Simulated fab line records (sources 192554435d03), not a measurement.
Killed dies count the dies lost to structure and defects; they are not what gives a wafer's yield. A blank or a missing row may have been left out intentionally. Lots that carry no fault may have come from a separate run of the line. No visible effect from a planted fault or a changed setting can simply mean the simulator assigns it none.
Split-lot study ; flow n5-finfet ; 21 wafers read across 7 lots, on a route 1938 steps long

== ON THE SPLIT ==
At N5_BEOL_M0_SAQP_HM_DEP_111 (deposits SiO2 from SiH4/N2O, target thk 12 nm, time 7.2 s), the setting time-s was moved away from the recipe's 7.2 s on 4 of the 21 wafers read, by -7.1% to -5.0%. For the rest of the wafers, this setting stayed at what the recipe calls for.

Reading taken at the split's own step.

== THE READING ==
SiO2_of_BEOL_M0_SAQP_HM_DEP_111.thk-nm (the simulator's own value, which no gauge read), in nm, at N5_BEOL_M0_SAQP_HM_DEP_111 (deposits SiO2 from SiH4/N2O, target thk 12 nm, time 7.2 s). The file gives no usual value for it. Average 12.0 nm, standard deviation 0.14 nm, over the 17 wafers here run with the recipe.

wafer;tool, chamber at the split;time-s as run, s;against the recipe;SiO2_of_BEOL_M0_SAQP_HM_DEP_111.thk-nm, nm;against lot-mates on the recipe
L078.2;pecvd-02, 0;7.2;recipe;11.8;-
L078.4;pecvd-02, 2;7.2;recipe;12;-
L078.5;pecvd-02, 0;6.74;-6.4%;11.2;-0.7
L087.2;pecvd-01, 1,2;7.2;recipe;12;-
L087.6;pecvd-01, 1,2;7.2;recipe;12;-
L087.5;pecvd-01, 1;7.2;recipe;12.2;-
L088.1;pecvd-04, 0;7.2;recipe;12.2;-
L088.6;pecvd-04, 0;7.2;recipe;12.2;-
L088.2;pecvd-04, 2;7.2;recipe;12;-
L090.2;pecvd-02, 2,1;7.2;recipe;12;-
L090.5;pecvd-02, 2,1;7.2;recipe;12;-
L090.3;pecvd-02, 0;7.2;recipe;11.8;-
L095.2;pecvd-02, 2;7.2;recipe;11.8;-
L095.3;pecvd-02, 0;7.2;recipe;12;-
L095.5;pecvd-02, 1;6.841;-5.0%;11.4;-0.5
L096.1;pecvd-04, 2;6.689;-7.1%;11.4;-0.8
L096.2;pecvd-04, 1;7.2;recipe;12.2;-
L096.6;pecvd-04, 0;6.689;-7.1%;11.2;-1.0
L097.3;pecvd-02, 2;7.2;recipe;11.8;-
L097.4;pecvd-02, 2,1;7.2;recipe;12;-
L097.5;pecvd-02, 2,1;7.2;recipe;12;-
When a row names more than one chamber, that row covers several wafers, and the file does not tell which wafer ran in which chamber.

THE FIT
A straight line over all 21 wafers: SiO2_of_BEOL_M0_SAQP_HM_DEP_111.thk-nm changes by +0.108 nm for each +1% of time-s; r = +0.90; the points scatter about the line by 0.14 nm.
The same after taking each lot's own level away (the mean of its wafers on the recipe; 21 wafers): +0.119 nm for each +1%; r = +0.95; scatter 0.099 nm.
On that fit, the largest move of time-s shifts the reading by 0.84 nm.
Measured against the standard deviation above, the lots' own levels, which go from 11.90 to 12.20 nm, span 2.2 times it.
Hence the lot-to-lot level has little effect on the slope; both slopes agree.
Check: with one of the wafers moved furthest among these (-7.1%) left out of the fit, the line predicts -0.86 nm for it against its lot-mates. Against them it came out at -0.8 nm.

== THE OTHER SPLITS THESE WAFERS WENT THROUGH ==
Other splits were also applied to these wafers ahead of the reading. Each is held against what the fit with the lots' levels taken away leaves over:
other split on the same wafers;wafers away from the commonest value;r with SiO2_of_BEOL_M0_SAQP_HM_DEP_111.thk-nm (lot level and that fit taken away)
N5_SD_EPI_N_EPI_21 epi-growth-time-s;10;-0.01
N5_ILD0_CMP_12 down-force-psi;8;+0.04
N5_HKMG_FIN_HK_ALD_01 ald-cycles;7;+0.07
N5_HKMG_FIN_DEVELOP_48 develop-time-s;8;-0.21
N5_GATE_CUT_COAT_27 spin-rpm;5;-0.24
N5_GATE_CUT_EXPOSE_10 dose-mj;5;-0.06
N5_MOL_CONTACT_COAG_ALD_27 time-s;9;-0.22

== FILE'S OWN FIT ==
SiO2_of_BEOL_M0_SAQP_HM_DEP_111.thk-nm changes by +0.115 nm for each +1% of time-s, r = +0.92.
